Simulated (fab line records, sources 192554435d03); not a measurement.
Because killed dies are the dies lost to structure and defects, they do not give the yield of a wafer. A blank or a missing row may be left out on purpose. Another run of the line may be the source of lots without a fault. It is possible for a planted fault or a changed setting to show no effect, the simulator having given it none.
Which tool was responsible? :: flow n5-finfet :: 9 lots, 27 wafers sampled, at 5 steps of a route of 1938

## WHAT THE GAUGES READ, wafer by wafer
N5_BEOL_M4_RC_MEAS_101. Usual: DIBL_N 35.9 mV/V, standard deviation 1.4; DIBL_P 35.9 mV/V, standard deviation 1.7; IOFF_N 0.160 nA/um, standard deviation 0.026; IOFF_P 0.21 nA/um, standard deviation 0.036; ION_N 672 uA/um, standard deviation 11; ION_P 461 uA/um, standard deviation 8.1; SS_N 71.4 mV/dec, standard deviation 0.54; SS_P 73.2 mV/dec, standard deviation 0.67; VT_N 249.3 mV, standard deviation 2.7; VT_P -250 mV, standard deviation 3.9.
lot: L422
measured: day 7 17:38
on: prober-01
DIBL_N (mV/V): 35.5 34.1 34.8
DIBL_P (mV/V): 35.6 33.7 34.4
IOFF_N (nA/um): 0.172 0.148 0.159
IOFF_P (nA/um): 0.26 0.23 0.24
ION_N (uA/um): 685 678 681
ION_P (uA/um): 473 478 474
SS_N (mV/dec): 71.3 71.3 71.0
SS_P (mV/dec): 73.5 73.0 72.9
VT_N (mV): 250.0 248.9 248.9
VT_P (mV): -243 -246 -244
flag: 

lot: L424
measured: day 9 00:26
on: prober-01
DIBL_N (mV/V): 34.8 36.4 32.5
DIBL_P (mV/V): 34.6 37.3 32.9
IOFF_N (nA/um): 0.127 0.172 0.114
IOFF_P (nA/um): 0.20 0.26 0.19
ION_N (uA/um): 660 683 669
ION_P (uA/um): 460 474 470
SS_N (mV/dec): 71.4 71.5 70.7
SS_P (mV/dec): 71.7 73.3 72.3
VT_N (mV): 253.8 250.2 250.5
VT_P (mV): -248 -246 -247
flag: 

lot: L425
measured: day 9 04:48
on: prober-02
DIBL_N (mV/V): 36.3 38.0 36.7
DIBL_P (mV/V): 36.2 39.1 35.7
IOFF_N (nA/um): 0.161 0.208 0.169
IOFF_P (nA/um): 0.22 0.28 0.21
ION_N (uA/um): 674 682 674
ION_P (uA/um): 462 465 454
SS_N (mV/dec): 71.1 72.0 71.8
SS_P (mV/dec): 74.1 73.7 73.2
VT_N (mV): 249.6 246.3 250.4
VT_P (mV): -247 -248 -247
flag: 

lot: L431
measured: day 10 05:20
on: prober-02
DIBL_N (mV/V): 35.6 35.7 36.2
DIBL_P (mV/V): 34.3 35.1 34.6
IOFF_N (nA/um): 0.140 0.142 0.146
IOFF_P (nA/um): 0.19 0.19 0.19
ION_N (uA/um): 666 663 670
ION_P (uA/um): 456 457 462
SS_N (mV/dec): 71.3 70.9 71.1
SS_P (mV/dec): 72.4 72.9 72.4
VT_N (mV): 253.3 251.2 250.4
VT_P (mV): -252 -250 -250
flag: 

lot: L433
measured: day 10 16:13
on: prober-01
DIBL_N (mV/V): 35.7 32.5 36.7
DIBL_P (mV/V): 36.3 31.9 37.0
IOFF_N (nA/um): 0.153 0.104 0.161
IOFF_P (nA/um): 0.19 0.14 0.20
ION_N (uA/um): 676 658 663
ION_P (uA/um): 455 448 452
SS_N (mV/dec): 70.7 70.6 71.4
SS_P (mV/dec): 74.0 72.7 74.8
VT_N (mV): 248.6 258.3 250.6
VT_P (mV): -255 -257 -255
flag: 

lot: L440
measured: day 12 12:24
on: prober-01
DIBL_N (mV/V): 37.8 34.7 37.3
DIBL_P (mV/V): 38.4 34.8 38.4
IOFF_N (nA/um): 0.207 0.137 0.178
IOFF_P (nA/um): 0.23 0.18 0.23
ION_N (uA/um): 679 658 672
ION_P (uA/um): 458 456 459
SS_N (mV/dec): 72.8 71.4 72.2
SS_P (mV/dec): 73.4 72.3 74.3
VT_N (mV): 246.9 250.4 245.6
VT_P (mV): -248 -252 -248
flag: 

lot: L443
measured: day 13 03:45
on: prober-02
DIBL_N (mV/V): 40.2 35.4 37.4
DIBL_P (mV/V): 39.1 34.9 37.0
IOFF_N (nA/um): 0.228 0.132 0.165
IOFF_P (nA/um): 0.27 0.19 0.22
ION_N (uA/um): 677 672 682
ION_P (uA/um): 468 462 465
SS_N (mV/dec): 72.5 70.7 71.2
SS_P (mV/dec): 74.4 72.5 73.3
VT_N (mV): 246.0 252.0 247.7
VT_P (mV): -248 -254 -249
flag: 

lot: L442
measured: day 13 21:21
on: prober-02
DIBL_N (mV/V): 36.1 37.1 37.0
DIBL_P (mV/V): 34.4 36.0 36.6
IOFF_N (nA/um): 0.142 0.142 0.158
IOFF_P (nA/um): 0.15 0.17 0.18
ION_N (uA/um): 664 643 674
ION_P (uA/um): 450 441 450
SS_N (mV/dec): 70.9 71.9 71.8
SS_P (mV/dec): 72.8 73.1 73.2
VT_N (mV): 249.5 253.3 248.2
VT_P (mV): -258 -254 -255
flag: 

lot: L445
measured: day 14 04:16
on: prober-02
DIBL_N (mV/V): 36.1 35.0 38.2
DIBL_P (mV/V): 36.2 35.4 39.4
IOFF_N (nA/um): 0.149 0.136 0.190
IOFF_P (nA/um): 0.18 0.17 0.24
ION_N (uA/um): 665 678 675
ION_P (uA/um): 456 459 462
SS_N (mV/dec): 71.0 70.9 71.5
SS_P (mV/dec): 72.9 73.7 74.2
VT_N (mV): 252.6 253.1 249.5
VT_P (mV): -253 -255 -248
flag: 

## TOOL THAT RAN EACH LOT (tool first, then ch and the chambers of the sampled wafers, then the start)
lot: L422
N5_DUMMY_GATE_TRIM_49: rie-si-05 ch 0,2, day 2 22:59
N5_DUMMY_GATE_STRIP_48: rie-diel-04 ch 2,3, day 2 23:43
N5_SPACER0_ALD_07: ald-sin-01 ch 0,3, day 3 02:50
N5_SD_EPI_N_COAT_32: litho-track-01 ch 0, day 3 03:26

lot: L424
N5_DUMMY_GATE_TRIM_49: rie-si-03 ch 0,1,2, day 3 12:13
N5_DUMMY_GATE_STRIP_48: rie-diel-02 ch 0,1,2, day 3 12:58
N5_SPACER0_ALD_07: ald-sin-01 ch 2,3, day 3 13:25
N5_SD_EPI_N_COAT_32: litho-track-05 ch 0, day 3 14:01

lot: L425
N5_DUMMY_GATE_TRIM_49: rie-si-05 ch 1,2,3, day 4 01:15
N5_DUMMY_GATE_STRIP_48: rie-diel-03 ch 0,1,2, day 4 01:59
N5_SPACER0_ALD_07: ald-sin-01 ch 0,1,3, day 4 02:16
N5_SD_EPI_N_COAT_32: litho-track-01 ch 0, day 4 02:52

lot: L431
N5_DUMMY_GATE_TRIM_49: rie-si-05 ch 2,3, day 5 04:58
N5_DUMMY_GATE_STRIP_48: rie-diel-03 ch 0,2, day 5 05:56
N5_SPACER0_ALD_07: ald-sin-04 ch 1,3, day 5 06:15
N5_SD_EPI_N_COAT_32: litho-track-04 ch 0, day 5 06:51

lot: L433
N5_DUMMY_GATE_TRIM_49: rie-si-02 ch 0,1,2, day 5 19:16
N5_DUMMY_GATE_STRIP_48: rie-diel-04 ch 0,3, day 5 20:08
N5_SPACER0_ALD_07: ald-sin-03 ch 0,2,3, day 5 20:26
N5_SD_EPI_N_COAT_32: litho-track-05 ch 0, day 5 21:02

lot: L440
N5_DUMMY_GATE_TRIM_49: rie-si-05 ch 0,2,3, day 7 16:02
N5_DUMMY_GATE_STRIP_48: rie-diel-02 ch 0,1,3, day 7 17:08
N5_SPACER0_ALD_07: ald-sin-03 ch 0,1,2, day 7 17:21
N5_SD_EPI_N_COAT_32: litho-track-05 ch 0, day 7 17:57

lot: L443
N5_DUMMY_GATE_TRIM_49: rie-si-05 ch 0,1, day 8 05:22
N5_DUMMY_GATE_STRIP_48: rie-diel-04 ch 0,3, day 8 06:10
N5_SPACER0_ALD_07: ald-sin-04 ch 0,1,2, day 8 07:01
N5_SD_EPI_N_COAT_32: litho-track-04 ch 0, day 8 07:37

lot: L442
N5_DUMMY_GATE_TRIM_49: rie-si-02 ch 0,1,3, day 8 05:34
N5_DUMMY_GATE_STRIP_48: rie-diel-03 ch 0,3, day 8 06:26
N5_SPACER0_ALD_07: ald-sin-01 ch 1,2,3, day 8 07:02
N5_SD_EPI_N_COAT_32: litho-track-05 ch 0, day 8 07:38

lot: L445
N5_DUMMY_GATE_TRIM_49: rie-si-02 ch 0,2,3, day 8 17:39
N5_DUMMY_GATE_STRIP_48: rie-diel-03 ch 1,2, day 8 18:23
N5_SPACER0_ALD_07: ald-sin-03 ch 2,3, day 8 19:08
N5_SD_EPI_N_COAT_32: litho-track-04 ch 0, day 8 19:44
- N5_DUMMY_GATE_TRIM_49: chemistry O2, time 29 s, target cd 14 nm.
- N5_DUMMY_GATE_STRIP_48: strips in N2/H2, time 20 s.
- N5_SPACER0_ALD_07: deposits SiNx, target thk 2 nm.
- N5_SD_EPI_N_COAT_32: time 60 s, resist thk 350 nm.

## AS READ BY THE TOOLS THEMSELVES (means over the sampled wafers that have a number; for cases with no such wafer, the mark the record gives instead)
N5_DUMMY_GATE_TRIM_49. Usual: drypump-motor-current-A 5.9 A, standard deviation 0.42; he-backside-leak-sccm 2.91 sccm, standard deviation 0.28; oes-product-au 0.991 a.u., standard deviation 0.014; throttle-valve-pct 8.22 %, standard deviation 0.12.
lot: L422
tool: rie-si-05
drypump-motor-current-A (A): 6.0
he-backside-leak-sccm (sccm): 3.18
oes-product-au (a.u.): 0.996
throttle-valve-pct (%): 8.24
flag: 

lot: L424
tool: rie-si-03
drypump-motor-current-A (A): 5.4
he-backside-leak-sccm (sccm): 2.71
oes-product-au (a.u.): 0.999
throttle-valve-pct (%): 8.31
flag: 

lot: L425
tool: rie-si-05
drypump-motor-current-A (A): 6.0
he-backside-leak-sccm (sccm): 2.88
oes-product-au (a.u.): 0.985
throttle-valve-pct (%): 8.19
flag: 

lot: L431
tool: rie-si-05
drypump-motor-current-A (A): 6.1
he-backside-leak-sccm (sccm): 3.17
oes-product-au (a.u.): 0.980
throttle-valve-pct (%): 8.21
flag: 

lot: L433
tool: rie-si-02
drypump-motor-current-A (A): 6.2
he-backside-leak-sccm (sccm): 2.72
oes-product-au (a.u.): 0.998
throttle-valve-pct (%): 8.17
flag: 

lot: L440
tool: rie-si-05
drypump-motor-current-A (A): 6.0
he-backside-leak-sccm (sccm): 3.11
oes-product-au (a.u.): 0.994
throttle-valve-pct (%): 8.21
flag: 

lot: L443
tool: rie-si-05
drypump-motor-current-A (A): 5.8
he-backside-leak-sccm (sccm): 2.83
oes-product-au (a.u.): 0.988
throttle-valve-pct (%): 8.18
flag: 

lot: L442
tool: rie-si-02
drypump-motor-current-A (A): 6.4
he-backside-leak-sccm (sccm): 2.96
oes-product-au (a.u.): 0.991
throttle-valve-pct (%): 8.24
flag: 

lot: L445
tool: rie-si-02
drypump-motor-current-A (A): 6.2
he-backside-leak-sccm (sccm): 2.79
oes-product-au (a.u.): 1.003
throttle-valve-pct (%): 8.18
flag: 

N5_DUMMY_GATE_STRIP_48. Usual: bias-power-w 2.999 W, standard deviation 0.0084; drypump-motor-current-A 5.8 A, standard deviation 0.5; oes-product-au 0.80 a.u., standard deviation 0.083; rf-vpp-V 45.4 V, standard deviation 0.87; showerhead-plenum-p-Torr 3.43 Torr, standard deviation 0.1; throttle-valve-pct 12.15 %, standard deviation 0.25.
lot: L422
tool: rie-diel-04
bias-power-w (W): 3.000
drypump-motor-current-A (A): 5.7
oes-product-au (a.u.): 0.73
rf-vpp-V (V): 45.7
showerhead-plenum-p-Torr (Torr): 3.50
throttle-valve-pct (%): 12.22
flag: 

lot: L424
tool: rie-diel-02
bias-power-w (W): 3.007
drypump-motor-current-A (A): 5.7
oes-product-au (a.u.): 0.77
rf-vpp-V (V): 45.1
showerhead-plenum-p-Torr (Torr): 3.43
throttle-valve-pct (%): 12.18
flag: 

lot: L425
tool: rie-diel-03
bias-power-w (W): 3.002
drypump-motor-current-A (A): 5.6
oes-product-au (a.u.): 0.79
rf-vpp-V (V): 45.7
showerhead-plenum-p-Torr (Torr): 3.34
throttle-valve-pct (%): 12.20
flag: 

lot: L431
tool: rie-diel-03
bias-power-w (W): 3.007
drypump-motor-current-A (A): 5.6
oes-product-au (a.u.): 0.80
rf-vpp-V (V): 45.4
showerhead-plenum-p-Torr (Torr): 3.39
throttle-valve-pct (%): 12.22
flag: 

lot: L433
tool: rie-diel-04
bias-power-w (W): 2.994
drypump-motor-current-A (A): 5.7
oes-product-au (a.u.): 0.72
rf-vpp-V (V): 45.4
showerhead-plenum-p-Torr (Torr): 3.39
throttle-valve-pct (%): 12.32
flag: 

lot: L440
tool: rie-diel-02
bias-power-w (W): 3.000
drypump-motor-current-A (A): 5.7
oes-product-au (a.u.): 0.83
rf-vpp-V (V): 45.5
showerhead-plenum-p-Torr (Torr): 3.45
throttle-valve-pct (%): 12.10
flag: 

lot: L443
tool: rie-diel-04
bias-power-w (W): 3.008
drypump-motor-current-A (A): 5.7
oes-product-au (a.u.): 0.71
rf-vpp-V (V): 45.5
showerhead-plenum-p-Torr (Torr): 3.38
throttle-valve-pct (%): 12.37
flag: 

lot: L442
tool: rie-diel-03
bias-power-w (W): 3.001
drypump-motor-current-A (A): 5.7
oes-product-au (a.u.): 0.84
rf-vpp-V (V): 45.8
showerhead-plenum-p-Torr (Torr): 3.51
throttle-valve-pct (%): 11.97
flag: 

lot: L445
tool: rie-diel-03
bias-power-w (W): 3.000
drypump-motor-current-A (A): 5.3
oes-product-au (a.u.): 0.78
rf-vpp-V (V): 46.0
showerhead-plenum-p-Torr (Torr): 3.33
throttle-valve-pct (%): 12.26
flag: 

N5_SPACER0_ALD_07. Usual: heater-power-w at 843 W, with a standard deviation of 94.
lot: L422
tool: ald-sin-01
heater-power-w (W): 819
flag: 

lot: L424
tool: ald-sin-01
heater-power-w (W): 840
flag: 

lot: L425
tool: ald-sin-01
heater-power-w (W): 777
flag: 

lot: L431
tool: ald-sin-04
heater-power-w (W): 921
flag: 

lot: L433
tool: ald-sin-03
heater-power-w (W): 833
flag: 

lot: L440
tool: ald-sin-03
heater-power-w (W): 817
flag: 

lot: L443
tool: ald-sin-04
heater-power-w (W): 928
flag: 

lot: L442
tool: ald-sin-01
heater-power-w (W): 826
flag: 

lot: L445
tool: ald-sin-03
heater-power-w (W): 810
flag: 

N5_SD_EPI_N_COAT_32. Usual: heater-power-total-W 500.6 W, standard deviation 1.7; plate-temp-C 249.99 C, standard deviation 0.19.
lot: L422
tool: litho-track-01
heater-power-total-W (W): 500.0
plate-temp-C (C): 249.89
flag: 

lot: L424
tool: litho-track-05
heater-power-total-W (W): 501.7
plate-temp-C (C): 250.11
flag: 

lot: L425
tool: litho-track-01
heater-power-total-W (W): 499.4
plate-temp-C (C): 249.91
flag: 

lot: L431
tool: litho-track-04
heater-power-total-W (W): 499.5
plate-temp-C (C): 250.22
flag: 

lot: L433
tool: litho-track-05
heater-power-total-W (W): 501.5
plate-temp-C (C): 250.21
flag: 

lot: L440
tool: litho-track-05
heater-power-total-W (W): 511.1
plate-temp-C (C): 253.80
flag: OFF

lot: L443
tool: litho-track-04
heater-power-total-W (W): 501.9
plate-temp-C (C): 249.78
flag: 

lot: L442
tool: litho-track-05
heater-power-total-W (W): 509.1
plate-temp-C (C): 254.27
flag: OFF

lot: L445
tool: litho-track-04
heater-power-total-W (W): 500.1
plate-temp-C (C): 249.96
flag: 

## THE ANSWER, worked out from the rows above alone
Rule: take the mean of a lot's wafers that have a number; if it is more than 3 standard deviations from the usual mean, the lot is off. A lot without any number at a reading at which 4 lots or more have one is off too. Any other lot the step has rows for is counted as sound. The gauges are gone through in route order, then the tools' own readings, and for those a lot's mean is taken as printed above. The first step at which some lot is off is used, and at that step the reading that is off furthest; a lot without a number counts as furthest.
Off at N5_SD_EPI_N_COAT_32 (plate-temp-C): L440, L442.
If a tool, at that step or one of the process steps before it, ran each lot that is off and ran no sound lot following the first of them, it fits. One fits: litho-track-05 at N5_SD_EPI_N_COAT_32. Its last sound lot is L433 (day 5 21:02), its first lot that is off L440 (day 7 17:57): a fault that began between those two fits.
The tool's own readings at N5_SD_EPI_N_COAT_32 bear it out: on the lots that are off they differ by more than 5 times the standard deviation of the sound lots' means. heater-power-total-W reads 510.1 W there against 500.6 W on the sound lots; plate-temp-C reads 254.04 C there against 250.01 C on the sound lots.

## WHAT THE SIMULATOR HAD PUT IN
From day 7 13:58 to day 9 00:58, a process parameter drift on litho-track-05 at N5_SD_EPI_N_COAT_32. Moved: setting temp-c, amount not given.
Struck lots among those shown: L440, L442. The same result came from the rule above.
